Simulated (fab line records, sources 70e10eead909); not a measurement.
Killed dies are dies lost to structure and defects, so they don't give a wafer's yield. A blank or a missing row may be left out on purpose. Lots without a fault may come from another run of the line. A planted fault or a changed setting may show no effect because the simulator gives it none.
Which tool did it? | flow nand_harc | 11 lots, 33 wafers sampled, at 5 steps of a route of 1159

WHAT THE GAUGES READ, wafer by wafer
NHARC_END_SORT_01.
lot  | measured     | on        | killed_at_array
L641 | day 20 23:56 | prober-02 | 41 26 31
L649 | day 22 22:43 | prober-01 | 22 29 30
L652 | day 23 08:51 | prober-02 | 26 35
L657 | day 24 07:19 | prober-02 | 35 41 35

WHICH TOOL RAN EACH LOT (tool, then ch and the chambers of the sampled wafers, then the start)
lot  | NHARC_P_ZERO_WELL_DESCUM_26       | NHARC_P_ZERO_WELL_PEB_35         | NHARC_P_ZERO_WELL_DESCUM_39       | NHARC_P_STI_DESCUM_14
L638 | rie_diel-02 ch 0,1, day 1 20:37   | litho_track-03 ch 0, day 1 21:53 | rie_diel-04 ch 0,1,2, day 1 22:08 | rie_diel-10 ch 0,1,3, day 2 16:52
L641 | rie_diel-02 ch 0,2,3, day 2 14:37 | litho_track-07 ch 0, day 2 16:02 | rie_diel-04 ch 0,1,3, day 2 16:19 | rie_diel-10 ch 0,3, day 3 07:38
L644 | rie_diel-02 ch 0,1, day 3 08:32   | litho_track-07 ch 0, day 3 09:50 | rie_diel-04 ch 1,2,3, day 3 10:07 | rie_diel-10 ch 0,1,3, day 4 04:50
L645 | rie_diel-04 ch 1,2,3, day 3 14:40 | litho_track-07 ch 0, day 3 15:55 | rie_diel-04 ch 2,3, day 3 16:10   | rie_diel-10 ch 1,2,3, day 4 14:01
L647 | rie_diel-07 ch 2,3, day 4 02:39   | litho_track-03 ch 0, day 4 04:02 | rie_diel-02 ch 0,1,2, day 4 04:18 | rie_diel-09 ch 1,2,3, day 4 23:02
L648 | rie_diel-04 ch 0,2,3, day 4 08:38 | litho_track-03 ch 0, day 4 09:54 | rie_diel-04 ch 2,3, day 4 10:09   | rie_diel-11 ch 1,2,3, day 5 04:55
L649 | rie_diel-07 ch 1,2,3, day 4 14:46 | litho_track-03 ch 0, day 4 16:01 | rie_diel-02 ch 0,1,3, day 4 16:16 | rie_diel-09 ch 0,1,2, day 5 11:07
L650 | rie_diel-02 ch 1,2, day 4 20:40   | litho_track-02 ch 0, day 4 22:03 | rie_diel-07 ch 1,2, day 4 22:18   | rie_diel-11 ch 1,2,3, day 5 19:58
L652 | rie_diel-04 ch 1,2,3, day 5 08:39 | litho_track-03 ch 0, day 5 09:53 | rie_diel-02 ch 0,3, day 5 10:08   | rie_diel-11 ch 0,3, day 6 05:32
L657 | rie_diel-02 ch 0,3, day 6 15:00   | litho_track-02 ch 0, day 6 16:23 | rie_diel-02 ch 0,1,3, day 6 16:39 | rie_diel-10 ch 1,3, day 7 14:11
L660 | rie_diel-07 ch 0,1,3, day 7 08:38 | litho_track-07 ch 0, day 7 10:02 | rie_diel-07 ch 0,2, day 7 10:18   | rie_diel-11 ch 1,2,3, day 8 06:41
- NHARC_P_ZERO_WELL_DESCUM_26: chemistry O2, time 3 s.
- NHARC_P_ZERO_WELL_PEB_35: peb time 85 s.
- NHARC_P_ZERO_WELL_DESCUM_39: chemistry O2, time 3 s.
- NHARC_P_STI_DESCUM_14: chemistry O2, time 3 s.

THE ANSWER, worked out from the rows above alone
Rule: what is usual is taken from the lots themselves. Put in order of their means at a reading, lots are off if they are a third of the lots or fewer, leave a main group of 4 or more, and stand apart from it by a gap of 3 or more times the standard deviation of the main group's means; of several such gaps the widest counts. A main group whose means are all the same, to the digits that the tables above print for the reading, isn't used. A lot without any number at a reading at which 4 lots or more have one is off too. The other lots that the step has rows for count as sound.
No lot is off at any reading shown: from this, nothing can be told.

WHAT THE SIMULATOR HAD PUT IN
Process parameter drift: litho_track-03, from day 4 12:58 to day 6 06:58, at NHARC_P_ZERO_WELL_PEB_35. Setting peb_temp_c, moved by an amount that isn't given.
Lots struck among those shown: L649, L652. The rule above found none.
